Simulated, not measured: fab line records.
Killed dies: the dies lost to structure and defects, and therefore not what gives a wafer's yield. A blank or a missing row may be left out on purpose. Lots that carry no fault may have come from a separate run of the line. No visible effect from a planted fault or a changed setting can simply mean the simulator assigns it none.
Which tool did it? + flow n5-finfet + 14 lots with 42 wafers sampled at 5 steps, on a route of 1938 steps

== WHAT THE GAUGES READ, wafer by wafer ==
N5_BEOL_M6_OVL_MEAS_12.
| lot  | measured     | on         | M6_OVL (nm)    |
|------|--------------|------------|----------------|
| L107 | day 9 05:38  | overlay-01 | -0.2 -0.4 1.2  |
| L106 | day 9 07:19  | overlay-01 | 0.6 0.6 0.8    |
| L108 | day 9 23:59  | overlay-02 | -0.4 -0.9 -0.9 |
| L109 | day 10 23:08 | overlay-01 | -0.4 -0.3 -0.5 |
| L110 | day 10 23:18 | overlay-02 | -0.8 -1.6 -0.3 |
| L112 | day 11 00:23 | overlay-02 | -0.6 -1.3 -0.9 |
| L111 | day 11 04:16 | overlay-02 | -0.2 -0.3 -0.3 |
| L113 | day 11 08:10 | overlay-01 | 1.6 1.3 1.5    |
| L115 | day 12 04:34 | overlay-02 | 0.1 -1.0 0.6   |
| L118 | day 12 10:29 | overlay-01 | 0.2 -0.1 -0.8  |
| L116 | day 12 15:16 | overlay-02 | -1.0 -1.5 -0.4 |
| L123 | day 13 22:51 | overlay-02 | -1.0 0.2 -0.8  |
| L125 | day 14 22:07 | overlay-01 | 0.3 -0.1 -1.3  |
| L127 | day 16 02:48 | overlay-01 | -1.0 -0.2 -0.6 |

N5_BEOL_M6_CD_MEAS_18: pitch 80 nm, target cd 40 nm.
| lot  | measured     | on        | cd-nm (nm)     |
|------|--------------|-----------|----------------|
| L107 | day 9 06:09  | cd-sem-01 | 39.6 41.1 40.0 |
| L106 | day 9 08:23  | cd-sem-01 | 40.0 40.1 40.8 |
| L108 | day 10 00:48 | cd-sem-01 | 39.8 40.0 39.7 |
| L109 | day 10 23:46 | cd-sem-01 | 40.0 39.1 40.1 |
| L110 | day 10 23:53 | cd-sem-03 | 40.0 40.9 39.7 |
| L112 | day 11 01:00 | cd-sem-02 | 39.6 39.9 39.7 |
| L111 | day 11 04:58 | cd-sem-01 | 39.6 39.9 39.6 |
| L113 | day 11 08:47 | cd-sem-02 | 41.3 40.5 40.3 |
| L115 | day 12 05:22 | cd-sem-01 | 39.4 40.1 40.6 |
| L118 | day 12 11:21 | cd-sem-02 | 40.6 40.5 40.3 |
| L116 | day 12 15:59 | cd-sem-03 | 40.5 40.9 39.6 |
| L123 | day 13 23:22 | cd-sem-01 | - - -          |
| L125 | day 14 22:38 | cd-sem-01 | - - -          |
| L127 | day 16 03:19 | cd-sem-03 | 41.0 40.1 39.7 |

N5_BEOL_M6_INSPECT_30: inspects for defects (brightfield).
| lot  | measured     | on                | raw-defect-count |
|------|--------------|-------------------|------------------|
| L107 | day 9 08:16  | defect-inspect-01 | 362 412 447      |
| L106 | day 9 10:20  | defect-inspect-02 | 390 351 421      |
| L108 | day 10 02:41 | defect-inspect-01 | 465 461 305      |
| L109 | day 11 03:02 | defect-inspect-02 | 348 335 326      |
| L110 | day 11 02:51 | defect-inspect-01 | 360 324 353      |
| L112 | day 11 03:12 | defect-inspect-01 | 348 442 357      |
| L111 | day 11 07:18 | defect-inspect-01 | 311 349 324      |
| L113 | day 11 10:08 | defect-inspect-02 | 501 555 699      |
| L115 | day 12 05:55 | defect-inspect-02 | 449 419 438      |
| L118 | day 12 14:42 | defect-inspect-02 | 259 325 337      |
| L116 | day 12 16:26 | defect-inspect-02 | 323 360 517      |
| L127 | day 16 04:19 | defect-inspect-02 | 492 388 278      |

== WHICH TOOL RAN EACH LOT (tool, then ch and the chambers of the sampled wafers, then the start) ==
| lot  | N5_BEOL_M6_HM_DEP_02         | N5_BEOL_M6_HM_OPEN_17             |
|------|------------------------------|-----------------------------------|
| L107 | pvd-sputter-01, day 9 05:07  | rie-metal-03 ch 0,1, day 9 05:58  |
| L106 | pvd-sputter-01, day 9 06:47  | rie-metal-03 ch 0, day 9 07:40    |
| L108 | pvd-sputter-02, day 9 23:35  | rie-metal-03 ch 0,1, day 10 00:34 |
| L109 | pvd-sputter-02, day 10 22:36 | rie-metal-02 ch 0,1, day 10 23:28 |
| L110 | pvd-sputter-02, day 10 22:42 | rie-metal-01 ch 0,1, day 10 23:39 |
| L112 | pvd-sputter-02, day 10 23:52 | rie-metal-03 ch 0, day 11 00:44   |
| L111 | pvd-sputter-03, day 11 03:52 | rie-metal-01 ch 0,1, day 11 04:46 |
| L113 | pvd-sputter-01, day 11 07:45 | rie-metal-03 ch 0, day 11 08:32   |
| L115 | pvd-sputter-02, day 12 04:02 | rie-metal-02 ch 1, day 12 05:01   |
| L118 | pvd-sputter-01, day 12 10:05 | rie-metal-03 ch 0,1, day 12 10:50 |
| L116 | pvd-sputter-01, day 12 14:38 | rie-metal-02 ch 0,1, day 12 15:49 |
| L123 | pvd-sputter-01, day 13 22:26 | rie-metal-02 ch 0,1, day 13 23:11 |
| L125 | pvd-sputter-02, day 14 21:42 | rie-metal-02 ch 0,1, day 14 22:28 |
| L127 | pvd-sputter-03, day 16 02:14 | rie-metal-01 ch 0,1, day 16 03:10 |
- N5_BEOL_M6_HM_DEP_02: deposits TiN, target thk 20 nm.
- N5_BEOL_M6_HM_OPEN_17: chemistry Cl2/BCl3, target TiN, target depth 20 nm, overetch 6 nm.

== AS READ BY THE TOOLS THEMSELVES (means over the sampled wafers that have a number; for cases with no such wafer, the mark the record gives instead) ==
N5_BEOL_M6_HM_DEP_02.
| lot  | tool           | chamber-pressure-pa (Pa) | substrate-temp-c (C) | susceptor-temp-C (C) | throttle-valve-pct (%) |
|------|----------------|--------------------------|----------------------|----------------------|------------------------|
| L107 | pvd-sputter-01 | 0.5010                   | 24.96                | 25.00                | 27.9                   |
| L106 | pvd-sputter-01 | 0.4999                   | 25.07                | 24.95                | 30.0                   |
| L108 | pvd-sputter-02 | 0.5001                   | 25.00                | 24.86                | 30.1                   |
| L109 | pvd-sputter-02 | 0.5001                   | 24.89                | 25.02                | 30.1                   |
| L110 | pvd-sputter-02 | 0.4996                   | 25.01                | 25.11                | 29.4                   |
| L112 | pvd-sputter-02 | 0.4996                   | 24.99                | 25.02                | 30.3                   |
| L111 | pvd-sputter-03 | 0.5001                   | 24.94                | 25.11                | 29.3                   |
| L113 | pvd-sputter-01 | 0.4994                   | 24.94                | 25.05                | 27.9                   |
| L115 | pvd-sputter-02 | 0.4999                   | 24.95                | 24.94                | 29.4                   |
| L118 | pvd-sputter-01 | 0.5006                   | 24.98                | 24.86                | 29.0                   |
| L116 | pvd-sputter-01 | 0.5000                   | 24.84                | 24.98                | 30.0                   |
| L123 | pvd-sputter-01 | 0.5009                   | 24.98                | 25.06                | 29.1                   |
| L125 | pvd-sputter-02 | 0.5001                   | 24.89                | 25.07                | 30.0                   |
| L127 | pvd-sputter-03 | 0.5000                   | 25.01                | 25.09                | 29.7                   |

N5_BEOL_M6_HM_OPEN_17.
| lot  | tool         | bcl3-flow-sccm (sccm) | bias-w (W) | drypump-motor-current-A (A) | oes-product-au (a.u.) | throttle-valve-pct (%) |
|------|--------------|-----------------------|------------|-----------------------------|-----------------------|------------------------|
| L107 | rie-metal-03 | 21.76                 | 126.0      | 5.1                         | 0.58                  | 21.99                  |
| L106 | rie-metal-03 | 21.72                 | 126.2      | 4.9                         | 0.61                  | 21.86                  |
| L108 | rie-metal-03 | 21.73                 | 126.3      | 5.1                         | 0.58                  | 22.01                  |
| L109 | rie-metal-02 | 21.70                 | 125.9      | 6.4                         | 0.62                  | 22.15                  |
| L110 | rie-metal-01 | 21.73                 | 126.5      | 6.0                         | 0.67                  | 22.19                  |
| L112 | rie-metal-03 | 21.80                 | 125.6      | 5.0                         | 0.60                  | 21.87                  |
| L111 | rie-metal-01 | 21.79                 | 126.3      | 6.0                         | 0.68                  | 22.20                  |
| L113 | rie-metal-03 | 21.79                 | 126.4      | 5.0                         | 0.60                  | 21.87                  |
| L115 | rie-metal-02 | 21.70                 | 125.8      | 6.3                         | 0.68                  | 21.83                  |
| L118 | rie-metal-03 | 21.74                 | 125.8      | 5.0                         | 0.59                  | 21.93                  |
| L116 | rie-metal-02 | 21.80                 | 125.8      | 6.3                         | 0.65                  | 21.98                  |
| L123 | rie-metal-02 | -                     | -          | -                           | -                     | -                      |
| L125 | rie-metal-02 | -                     | -          | -                           | -                     | -                      |
| L127 | rie-metal-01 | 21.74                 | 126.1      | 5.8                         | 0.68                  | 22.28                  |

== THE ANSWER, worked out from the rows above alone ==
Rule: what is usual is taken from the lots themselves. Put in order of their means at a reading, lots are off if they are a third of the lots or fewer, leave a main group of 4 or more, and stand apart from it by a gap of 3 or more times the standard deviation of the main group's means; of several such gaps the widest counts. A main group is skipped when, at the precision printed for the reading in the tables above, its means are all equal. Also off: a lot with no number at a reading for which 4 or more lots have one. Where the step has rows for the other lots, those lots are counted as sound. First the gauges in route order, then the tools' own readings, where a lot's mean is used as printed above. At the first step where some lot is off, the reading lying furthest off is the one used; lots without a number count as furthest.
Off, at N5_BEOL_M6_CD_MEAS_18 on cd-nm: L123, L125. Without a number there: L123, L125. Main group: mean 40.1 nm, sd 0.31.
A tool fits if, at a process step before that reading, it ran every lot that is off, and no sound lot after the first of them. Not tried: the gauges at N5_BEOL_M6_CD_MEAS_18; whatever is off there is also off at N5_BEOL_M6_HM_OPEN_17, on other tools, and gauge error can't account for it. One candidate fits, namely rie-metal-02 at N5_BEOL_M6_HM_OPEN_17. A fault onset in the window from L116 (day 12 15:49, its last sound lot) to L123 (day 13 23:11, its first lot off) fits.
Blank at N5_BEOL_M6_HM_OPEN_17 on the lots that are off, where sound lots have numbers: bcl3-flow-sccm, bias-w, drypump-motor-current-A, oes-product-au, throttle-valve-pct.

== WHAT THE SIMULATOR HAD INSERTED ==
At N5_BEOL_M6_HM_OPEN_17, the step was skipped entirely on rie-metal-02 from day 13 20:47 on. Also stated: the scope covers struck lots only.
Lots struck among those shown: L123, L125. Same finding as the rule above.
